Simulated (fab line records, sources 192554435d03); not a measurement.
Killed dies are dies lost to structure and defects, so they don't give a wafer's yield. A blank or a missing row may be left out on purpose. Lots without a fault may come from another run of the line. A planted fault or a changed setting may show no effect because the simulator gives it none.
Chamber matching | flow n5_finfet | N5_MIM_TOP_ETCH_PECVD_03 on pecvd-03: 3 sister chambers
The step deposits SiNx from SiH4/NH3/N2, target thk 20 nm, time 17.6 s. 3 wafers are shown with their chamber, then 9 later ones without.

WAFERS WITH THEIR CHAMBER
wafer  | chamber | throttle_valve_pct (%)
L081.4 | 2       | 35.1
L082.3 | 1       | 38.7
L082.4 | 0       | 39.1

WAFERS WITHOUT THEIR CHAMBER
wafer  | throttle_valve_pct (%)
L084.3 | 35.2
L084.5 | 38.9
L084.6 | 35.2
L088.2 | 38.6
L088.4 | 35.2
L088.6 | 38.8
L089.1 | 34.9
L089.4 | 39.0
L089.6 | 39.2

WHICH CHAMBER EACH WENT THROUGH
wafer  | from the rows above     | in truth
L084.3 | 2                       | 2
L084.5 | can't be placed: 1 or 0 | 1
L084.6 | 2                       | 2
L088.2 | 1                       | 1
L088.4 | 2                       | 2
L088.6 | can't be placed: 1 or 0 | 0
L089.1 | 2                       | 2
L089.4 | can't be placed: 0 or 1 | 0
L089.6 | 0                       | 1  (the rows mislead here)
Placed correctly: 5 of 9. Can't be placed from these rows: 3 (the true chamber is among the candidates in 3). Placed wrongly: 1.
How it was worked out, from the rows above alone: a wafer's distance from a chamber is the root of the sum, over the readings, of the square of ((its reading less the chamber's mean) divided by the reading's scatter). The wafer belongs to the nearest chamber; if the next one is less than 2 further off, it can't be placed. A chamber's mean is the mean of its shown wafers. The scatter: with one shown wafer a chamber, the root of the mean of the squares of how far each hidden wafer lies from its nearest shown one.
